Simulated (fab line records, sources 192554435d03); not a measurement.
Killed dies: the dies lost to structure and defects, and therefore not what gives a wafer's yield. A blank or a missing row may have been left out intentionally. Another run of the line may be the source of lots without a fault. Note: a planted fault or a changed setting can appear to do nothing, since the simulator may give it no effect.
Code-filled problem report in 8D (eight disciplines) form ; flow n5 finfet ; the parts of the form that need people (team, actions taken, sign-off) are left out

== 1. WHAT IS WRONG ==
A mean of 511 is read at N5_BEOL_M0_INSPECT_127 for raw defect count, taken on 1 wafer of 1 lot, against 66 (standard deviation 20) on wafers free of any fault. That is +22 standard deviations from the usual mean.
The step: inspects for defects (darkfield).
Earliest sighting: wafer L490.2 on defect inspect-02 at day 9 02:02. Wafers with a number at this step in the record: 24, from 8 lots. The rule behind "out" and "out of limits": a value lying over 4 standard deviations away from the usual mean. The other wafers with a number count as sound.

== 2. WHAT IT IS AND WHAT IT IS NOT ==
question;is;is not
which readings at this step;raw defect count;-
which lots;L490;L481, L482, L483, L484, L486, L488, L500
which wafers of those lots;L490.2;L490.1, L490.6
read on which gauges;defect inspect-02;defect inspect-01
when;from day 9 02:02;"up to then (20 sound wafers); but 3 sound wafers of L500 came after"

== 3. THE SUSPECTS, EACH WITH WHAT RULES IT OUT ==
Counting: any tool at a process step up to the reading remains a suspect provided it ran every lot that is out. Sound lots after the first of them don't rule it out here, since some wafers of a struck lot are sound.
- ruled out: the gauge at N5_BEOL_M0_INSPECT_127. All the wafers that are out were read on defect inspect-02, but those of them that N5_PASSIVATION_PROBE_49 has rows for are out there too, on other tools.
- pvd sputter-03 at N5_BEOL_M0_SPUTTER_132 (material Cu, target thk 4 nm, time 7.37 s): kept. It ran the lot that is out, L490 (day 9 00:44); its last sound lot up to then is L488 (day 8 13:14).
- pvd sputter-03 at N5_BEOL_M0_SPUTTER_134 (material Cu, target thk 4 nm, time 7.37 s): kept. It ran the lot that is out, L490 (day 9 00:51); its last sound lot up to then is L488 (day 8 13:22).
- cmp-01 at N5_BEOL_M0_CMP_120 (polishes, stops on SiOC, t overpolish 6.9 s): kept. It ran the lot that is out, L490 (day 9 01:30); its last sound lot up to then is L488 (day 8 14:01).
- Within cmp-01 at N5_BEOL_M0_CMP_120, the wafers that are out were processed in chamber 2 and their sound lot-mates in chamber 0.
Still standing after the count: pvd sputter-03 at N5_BEOL_M0_SPUTTER_132, pvd sputter-03 at N5_BEOL_M0_SPUTTER_134, cmp-01 at N5_BEOL_M0_CMP_120.

== 4. THE CAUSE (what the simulator had put in) ==
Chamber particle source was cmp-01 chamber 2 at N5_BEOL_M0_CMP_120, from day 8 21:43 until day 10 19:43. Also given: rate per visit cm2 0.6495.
Of the 3 suspects that counting leaves, this tool is one.

== 5. SEQUENCE OF EFFECTS, ordered by route ==
Rows list readings where the struck wafers' mean (over those with a number) sits beyond 3 standard deviations from the usual. Readings are gone through only where the record gives a usual standard deviation; hours: the median, over the lots, of the time from a lot's start at the first step in this table giving one to that lot's start at this step; sigmas: the change measured in usual standard deviations.
hours;step;reading;usual;on struck wafers;change;sigmas
0;N5_BEOL_M0_CMP_120;clearing platen rpm;49.999 rpm;49.906;-0.093;-3.6
1;N5_BEOL_M0_INSPECT_127;raw defect count;66;511;+445;+22
2;N5_BEOL_M1_INSPECT_13;raw defect count;406;966;+560;+5.6
3;N5_BEOL_M1_INSPECT_30;raw defect count;415;987;+572;+5.2
171;N5_PASSIVATION_PROBE_49;defect limited yield;91.5 %;64.8;-26.7;-21
171;N5_PASSIVATION_PROBE_49;killed_at_M0_to_M3;36;358;+322;+32
171;N5_PASSIVATION_PROBE_49;killed dies;101;415;+314;+21
171;N5_PASSIVATION_PROBE_49;killed on rim;14;62;+48;+11
171;N5_PASSIVATION_PROBE_49;sort_bin_5_function;5.0 %;22.1;+17.1;+19
171;N5_PASSIVATION_PROBE_49;sort_bin_6_memory;3.2 %;11.1;+7.9;+13
171;N5_PASSIVATION_PROBE_49;sort n pass;1079;765;-314;-20
171;N5_PASSIVATION_PROBE_49;sort yield pct;91.4 %;64.8;-26.6;-19
Process steps it contains:
- N5_BEOL_M0_CMP_120: polishes, stops on SiOC, t overpolish 6.9 s.
- N5_PASSIVATION_PROBE_49
Later steps that measure or inspect, where all struck wafers having a row at the step show a number for every such reading and not one has moved that far: N5_BEOL_M4_RC_MEAS_101.

== 6. HOW IT WOULD HAVE BEEN CAUGHT EARLIER ==
Counted from the fault's start at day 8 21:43, it took 4 hours until the first out-of-limits reading at a measuring or inspecting step in this record, taken at day 9 02:02.
An alarm limit of 4 standard deviations would not have fired on the tool readings at N5_BEOL_M0_CMP_120 for which the record gives a usual standard deviation, since none of them was out on any struck wafer.
Each of the lots that are out, 1 in all, had begun N5_BEOL_M0_CMP_120 on cmp-01 no later than day 9 02:02. Holding the tool at that point would not have protected any of them.
